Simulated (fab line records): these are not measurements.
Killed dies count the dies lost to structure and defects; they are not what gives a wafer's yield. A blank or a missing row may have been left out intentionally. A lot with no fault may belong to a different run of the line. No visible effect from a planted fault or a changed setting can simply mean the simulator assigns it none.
What tool caused it? || flow n5Finfet || 28 wafers from 10 lots sampled at 5 of the route's 1938 steps

== WHAT EACH GAUGE READ, for each wafer ==
N5_BEOL_M4_RC_MEAS_101.
{"lot": "L933", "measured": "day 8 01:43", "on": "prober-02", "DIBL_N (mV/V)": "37.7 35.6 35.6"}
{"lot": "L934", "measured": "day 8 10:36", "on": "prober-01", "DIBL_N (mV/V)": "38.6 37.0 36.2"}
{"lot": "L935", "measured": "day 8 20:47", "on": "prober-02", "DIBL_N (mV/V)": "33.9 35.8 33.0"}
{"lot": "L936", "measured": "day 9 01:07", "on": "prober-02", "DIBL_N (mV/V)": "36.7 34.7 35.8"}
{"lot": "L939", "measured": "day 10 01:47", "on": "prober-02", "DIBL_N (mV/V)": "35.0 35.8 33.0"}
{"lot": "L948", "measured": "day 12 04:16", "on": "prober-01", "DIBL_N (mV/V)": "35.6 39.0 35.0"}
{"lot": "L952", "measured": "day 12 11:17", "on": "prober-02", "DIBL_N (mV/V)": "35.3 39.6"}
{"lot": "L950", "measured": "day 12 16:11", "on": "prober-02", "DIBL_N (mV/V)": "35.0 33.0"}
{"lot": "L953", "measured": "day 13 21:14", "on": "prober-02", "DIBL_N (mV/V)": "38.0 38.9 38.2"}
{"lot": "L956", "measured": "day 14 05:08", "on": "prober-01", "DIBL_N (mV/V)": "34.0 35.2 35.9"}

== TOOL THAT RAN EACH LOT (tool first, then ch and the chambers of the sampled wafers, then the start) ==
{"lot": "L933", "N5_BEOL_M3_STRIP_36": "rieDiel-06 ch 0,1,3, day 7 04:17", "N5_BEOL_M3_SURFACE_TREAT_85": "pvdSputter-02, day 7 05:25", "N5_BEOL_M3_CVD_47": "cvdCo-01 ch 0,2, day 7 05:37", "N5_BEOL_M3_ANNEAL_87": "pvdSputter-01, day 7 07:23"}
{"lot": "L934", "N5_BEOL_M3_STRIP_36": "rieDiel-06 ch 0,2,3, day 7 17:15", "N5_BEOL_M3_SURFACE_TREAT_85": "pvdSputter-02, day 7 18:40", "N5_BEOL_M3_CVD_47": "cvdCo-01 ch 0,1,2, day 7 18:44", "N5_BEOL_M3_ANNEAL_87": "pvdSputter-02, day 7 19:38"}
{"lot": "L935", "N5_BEOL_M3_STRIP_36": "rieDiel-05 ch 1,3, day 8 01:31", "N5_BEOL_M3_SURFACE_TREAT_85": "pvdSputter-03, day 8 02:34", "N5_BEOL_M3_CVD_47": "cvdCo-02 ch 0,1, day 8 02:48", "N5_BEOL_M3_ANNEAL_87": "pvdSputter-03, day 8 05:17"}
{"lot": "L936", "N5_BEOL_M3_STRIP_36": "rieDiel-06 ch 0,3, day 8 07:34", "N5_BEOL_M3_SURFACE_TREAT_85": "pvdSputter-01, day 8 10:18", "N5_BEOL_M3_CVD_47": "cvdCo-02 ch 0,1, day 8 10:22", "N5_BEOL_M3_ANNEAL_87": "pvdSputter-01, day 8 11:17"}
{"lot": "L939", "N5_BEOL_M3_STRIP_36": "rieDiel-03 ch 0,2,3, day 9 08:53", "N5_BEOL_M3_SURFACE_TREAT_85": "pvdSputter-03, day 9 11:21", "N5_BEOL_M3_CVD_47": "cvdCo-02 ch 0,1,2, day 9 11:25", "N5_BEOL_M3_ANNEAL_87": "pvdSputter-02, day 9 12:19"}
{"lot": "L948", "N5_BEOL_M3_STRIP_36": "rieDiel-06 ch 0,1,2, day 11 10:24", "N5_BEOL_M3_SURFACE_TREAT_85": "pvdSputter-02, day 11 11:14", "N5_BEOL_M3_CVD_47": "cvdCo-02 ch 1,2, day 11 11:18", "N5_BEOL_M3_ANNEAL_87": "pvdSputter-03, day 11 12:19"}
{"lot": "L952", "N5_BEOL_M3_STRIP_36": "rieDiel-05 ch 0,1, day 11 21:41", "N5_BEOL_M3_SURFACE_TREAT_85": "pvdSputter-01, day 11 22:41", "N5_BEOL_M3_CVD_47": "cvdCo-01 ch 1,2, day 11 22:45", "N5_BEOL_M3_ANNEAL_87": "pvdSputter-03, day 11 23:40"}
{"lot": "L950", "N5_BEOL_M3_STRIP_36": "rieDiel-03 ch 0,3, day 12 03:28", "N5_BEOL_M3_SURFACE_TREAT_85": "pvdSputter-03, day 12 04:41", "N5_BEOL_M3_CVD_47": "cvdCo-01 ch 1,2, day 12 04:50", "N5_BEOL_M3_ANNEAL_87": "pvdSputter-03, day 12 05:40"}
{"lot": "L953", "N5_BEOL_M3_STRIP_36": "rieDiel-03 ch 0,1,2, day 13 07:15", "N5_BEOL_M3_SURFACE_TREAT_85": "pvdSputter-02, day 13 08:09", "N5_BEOL_M3_CVD_47": "cvdCo-02 ch 0,1, day 13 08:13", "N5_BEOL_M3_ANNEAL_87": "pvdSputter-01, day 13 09:07"}
{"lot": "L956", "N5_BEOL_M3_STRIP_36": "rieDiel-05 ch 1,2, day 13 11:07", "N5_BEOL_M3_SURFACE_TREAT_85": "pvdSputter-01, day 13 11:53", "N5_BEOL_M3_CVD_47": "cvdCo-02 ch 0,1, day 13 12:04", "N5_BEOL_M3_ANNEAL_87": "pvdSputter-02, day 13 14:11"}
- N5_BEOL_M3_STRIP_36: strips in N2/H2.
- N5_BEOL_M3_SURFACE_TREAT_85
- N5_BEOL_M3_CVD_47: deposits Co from CCTBA/H2, target thk 3 nm, time 223.8 s.
- N5_BEOL_M3_ANNEAL_87: time 240 s.

== THE ANSWER, worked out from the rows above alone ==
Rule: the usual values come from the lots themselves. The widest of any qualifying gaps counts: lots, ordered by their means at a reading, are off when they make up no more than a third of the lots, leave a main group of 4 or more, and stand apart from it by 3 or more times the standard deviation of that group's means. A main group is skipped when, at the precision printed for the reading in the tables above, its means are all equal. Also off: a lot with no number at a reading for which 4 or more lots have one. All remaining lots with rows at the step are treated as sound.
None of the lots is off at any reading shown; this tells nothing.

== WHAT HAD BEEN PUT IN BY THE SIMULATOR ==
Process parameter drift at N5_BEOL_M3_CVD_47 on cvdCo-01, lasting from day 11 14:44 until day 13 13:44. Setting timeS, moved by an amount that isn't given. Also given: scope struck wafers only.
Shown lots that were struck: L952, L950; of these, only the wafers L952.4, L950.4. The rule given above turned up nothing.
